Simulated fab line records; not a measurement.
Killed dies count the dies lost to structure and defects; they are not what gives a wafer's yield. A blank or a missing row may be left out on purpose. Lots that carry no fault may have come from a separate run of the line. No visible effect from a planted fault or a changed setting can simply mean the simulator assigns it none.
The tool behind it: which one? / flow n5 finfet / 11 lots with 33 wafers sampled at 2 steps, on a route of 1938 steps

WHAT THE GAUGES READ, wafer by wafer
N5_BEOL_M6_OVL_MEAS_29.
lot=L077; measured=day 9 08:13; on=overlay-02; V5_OVL (nm)=-0.2 -0.5 -0.5
lot=L075; measured=day 9 18:17; on=overlay-02; V5_OVL (nm)=0.3 1.0 1.0
lot=L080; measured=day 11 02:48; on=overlay-02; V5_OVL (nm)=0.8 0.6 0.9
lot=L081; measured=day 11 07:14; on=overlay-02; V5_OVL (nm)=-0.7 0.5 -1.1
lot=L084; measured=day 12 09:40; on=overlay-01; V5_OVL (nm)=-0.2 0.9 0.5
lot=L088; measured=day 12 14:38; on=overlay-01; V5_OVL (nm)=0.6 0.5 0.5
lot=L086; measured=day 12 16:22; on=overlay-02; V5_OVL (nm)=0.2 -0.1 -0.2
lot=L091; measured=day 13 12:27; on=overlay-01; V5_OVL (nm)=-0.8 -0.2 -0.8
lot=L093; measured=day 14 03:17; on=overlay-01; V5_OVL (nm)=1.2 1.3 0.9
lot=L094; measured=day 15 04:14; on=overlay-02; V5_OVL (nm)=-0.6 -0.8 0.3
lot=L097; measured=day 16 04:16; on=overlay-02; V5_OVL (nm)=1.4 0.0 1.1

WHAT TOOL EACH LOT RAN ON (gives the tool, then ch and the chambers of the sampled wafers, and finally the start)
lot=L077; N5_BEOL_M6_DESCUM_16=rie diel-02 ch 0,1,3, day 9 05:41
lot=L075; N5_BEOL_M6_DESCUM_16=rie diel-02 ch 1,2,3, day 9 17:29
lot=L080; N5_BEOL_M6_DESCUM_16=rie diel-06 ch 0,1,3, day 10 23:22
lot=L081; N5_BEOL_M6_DESCUM_16=rie diel-01 ch 0,1, day 11 04:29
lot=L084; N5_BEOL_M6_DESCUM_16=rie diel-01 ch 0,3, day 12 05:59
lot=L088; N5_BEOL_M6_DESCUM_16=rie diel-06 ch 0,2,3, day 12 10:33
lot=L086; N5_BEOL_M6_DESCUM_16=rie diel-06 ch 0,2,3, day 12 15:32
lot=L091; N5_BEOL_M6_DESCUM_16=rie diel-06 ch 0,2,3, day 13 09:44
lot=L093; N5_BEOL_M6_DESCUM_16=rie diel-06 ch 0,1,3, day 13 22:54
lot=L094; N5_BEOL_M6_DESCUM_16=rie diel-06 ch 1,2,3, day 15 03:16
lot=L097; N5_BEOL_M6_DESCUM_16=rie diel-01 ch 0,1,2, day 16 02:52
- N5_BEOL_M6_DESCUM_16: chemistry O2, time 7.9 s.

THE ANSWER, worked out from the rows above alone
Rule: usual is defined by the lots themselves. The widest of any qualifying gaps counts: lots, ordered by their means at a reading, are off when they make up no more than a third of the lots, leave a main group of 4 or more, and stand apart from it by 3 or more times the standard deviation of that group's means. A main group whose means are all the same, to the digits that the tables above print for the reading, isn't used. Also off: a lot with no number at a reading for which 4 or more lots have one. Where the step has rows for the other lots, those lots are counted as sound.
No lot is off on any of the readings shown, so nothing can be concluded from this.

WHAT THE SIMULATOR HAD INSERTED
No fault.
